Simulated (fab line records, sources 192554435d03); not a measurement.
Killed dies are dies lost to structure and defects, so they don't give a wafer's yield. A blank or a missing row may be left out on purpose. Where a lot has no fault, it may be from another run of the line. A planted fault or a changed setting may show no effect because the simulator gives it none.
A single fault, viewed from 2 desks || flow n5_finfet || what lay behind the numbers comes last; until then each desk has only its own

== THE DEFECT DESK ==
Per lot, the means of the sampled wafers with a number show what the inspections along the route counted. If a lot's mean is further than 4 standard deviations from the usual mean, the lot is out of limits and carries the mark OUT (the distance appears in the brackets).
Columns: A = raw_defect_count at N5_ZERO_LAYER_INSPECT_20, usual 35
{"lot": "L730", "first seen here": "day 1 13:22", "A": 25}
{"lot": "L732", "first seen here": "day 2 01:32", "A": 19}
{"lot": "L733", "first seen here": "day 2 07:25", "A": 30}
{"lot": "L734", "first seen here": "day 2 13:17", "A": 26}
{"lot": "L736", "first seen here": "day 3 01:25", "A": 46}
{"lot": "L737", "first seen here": "day 3 07:23", "A": 45}
{"lot": "L738", "first seen here": "day 3 13:38", "A": 45}
{"lot": "L739", "first seen here": "day 3 19:31", "A": 42}
{"lot": "L741", "first seen here": "day 4 07:31", "A": 36}
{"lot": "L747", "first seen here": "day 5 19:31", "A": 23}
{"lot": "L749", "first seen here": "day 6 07:17", "A": 26}
{"lot": "L752", "first seen here": "day 7 01:26", "A": 30}
Finding of this desk: none of the 12 lots has anything out of limits.

== DESK OF THE TOOL OWNER: implanter-01 ==
For each lot that ran on this tool, the mean over its sampled wafers that have a number, from the tool's own readings at N5_WELL_APT_IMPLANT_15. If a lot's mean is further than 4 standard deviations from the usual mean, the lot is out of limits and carries the mark OUT (the distance appears in the brackets).
Columns: A = beam_energy_keV at N5_WELL_APT_IMPLANT_15, usual 25.000
{"lot": "L730", "first seen here": "day 1 14:19", "A": 25.012}
{"lot": "L733", "first seen here": "day 2 08:15", "A": 25.007}
{"lot": "L736", "first seen here": "day 3 02:05", "A": "17.435 (-99 or more) OUT"}
{"lot": "L737", "first seen here": "day 3 08:13", "A": "17.438 (-99 or more) OUT"}
{"lot": "L738", "first seen here": "day 3 14:19", "A": "17.437 (-99 or more) OUT"}
{"lot": "L739", "first seen here": "day 3 20:19", "A": "17.434 (-99 or more) OUT"}
This desk's verdict: out of limits on L736, L737, L738, L739, starting with L736 at day 3 02:05 (beam_energy_keV at N5_WELL_APT_IMPLANT_15). In limits: L730, L733.

== BROUGHT TOGETHER ==
An alarm could have come from the tool owner's desk at day 3 02:05, on L736, L737, L738, L739.
Nothing out of limits was seen by the defect desk.
The defect desk has L736, L737, L738, L739 on record, within its limits.
Of the lots named, all ran N5_WELL_APT_IMPLANT_15 on implanter-01.

== WHAT THE SIMULATOR HAD INSERTED ==
Process parameter drift: implanter-01, from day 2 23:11 on, at N5_WELL_APT_IMPLANT_15. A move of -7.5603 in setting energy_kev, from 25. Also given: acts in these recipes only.
Shown lots that were struck: L736, L737, L738, L739.
Delay in hours, fault start to first out-of-limits reading, by desk: the tool owner's desk at 3.
